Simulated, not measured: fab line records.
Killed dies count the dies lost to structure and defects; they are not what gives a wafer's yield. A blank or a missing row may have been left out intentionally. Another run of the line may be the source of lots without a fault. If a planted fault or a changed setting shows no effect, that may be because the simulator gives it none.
Comparing a struck lot with a sound one    flow nand harc    14 out of 1159 route steps
Sound: the wafers L830.2, L830.3, L830.5. Wafers struck: L834.2, L834.3, L834.6. The cause comes at the end.
Order at every step that has rows: each side's tool, ch and its chambers, its first start. Under that, the readings that differ: sound wafers    struck wafers    difference of the means    sigmas: that difference in standard deviations of wafers without a fault.
alike: words and numbers the same on both sides, and readings whose means are apart by under 2 such deviations; not compared: readings that were withheld, readings missing a value for some wafer, numbers with overlapping values and no deviation given by the record, and bounds like >300 which may hide the same value.
The two part at a step that has a row with sigmas, a row that says differs or no value, or rows on one side only. Numbers that don't overlap but have no deviation are shown without sigmas and don't part them. A reading that every wafer of one side lacks parts them only if that side has two wafers or more.

NHARC_P_GATE_DESCUM_13: chemistry O2, time 3 s.
  sound on rie diel-03 ch 0,1,2, day 5 14:31; struck on rie diel-03 ch 1,2,3, day 6 12:17
  alike: drypump motor current A, oes product au, rf vpp V, showerhead plenum p Torr, throttle valve pct
  not compared: rf hours counter h
then, 6 steps without rows for these wafers: NHARC_P_GATE_ETCH_14 (etches SiO2 in dHF, target depth 48.8 nm); NHARC_P_GATE_STRIP_15 (strips in SPM, time 780 s); NHARC_P_GATE_PRECLEAN_71 (cleans in SC1); NHARC_P_GATE_SRD_72; NHARC_P_GATE_OXIDE_16 (material SiO2, target thk 3 nm, ox time 392 s); NHARC_P_GATE_CVD_17 (deposits poly-Si, target thk 150 nm, time 900 s).
NHARC_P_GATE_HM_DEP_102: deposits aC, target thk 120 nm.
  sound on acl dep-03 ch 0, day 6 05:41; struck on acl dep-02 ch 0, day 7 05:45
  alike: throttle valve pct
NHARC_P_GATE_DEP_103: deposits SiON, target thk 30 nm.
  sound on pecvd-01 ch 0,2, day 6 06:16; struck on pecvd-03 ch 0,2, day 7 06:22
  alike: heater power w
then, 3 steps without rows for these wafers: NHARC_P_GATE_DEHYDRATE_18 (time 120 s); NHARC_P_GATE_HMDS_19 (time 30 s); NHARC_P_GATE_COAT_20 (resist thk 90 nm).
NHARC_P_GATE_SOFTBAKE_21: time 55 s.
  sound on litho track-04 ch 0, day 6 06:00; struck on litho track-04 ch 0, day 7 06:00
reading                   sound                 struck                difference  sigmas
heater power total W (W)  188.41 188.30 188.29  196.54 196.36 196.70  +8.20       +68
after that, 1 step had no rows for these wafers: NHARC_P_GATE_EBR_22.

WHERE THEY PART
NHARC_P_GATE_SOFTBAKE_21 only, going by this record.

WHY: the cause the simulator had injected
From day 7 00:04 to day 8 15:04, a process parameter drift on litho track-04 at NHARC_P_GATE_SOFTBAKE_21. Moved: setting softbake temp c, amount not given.
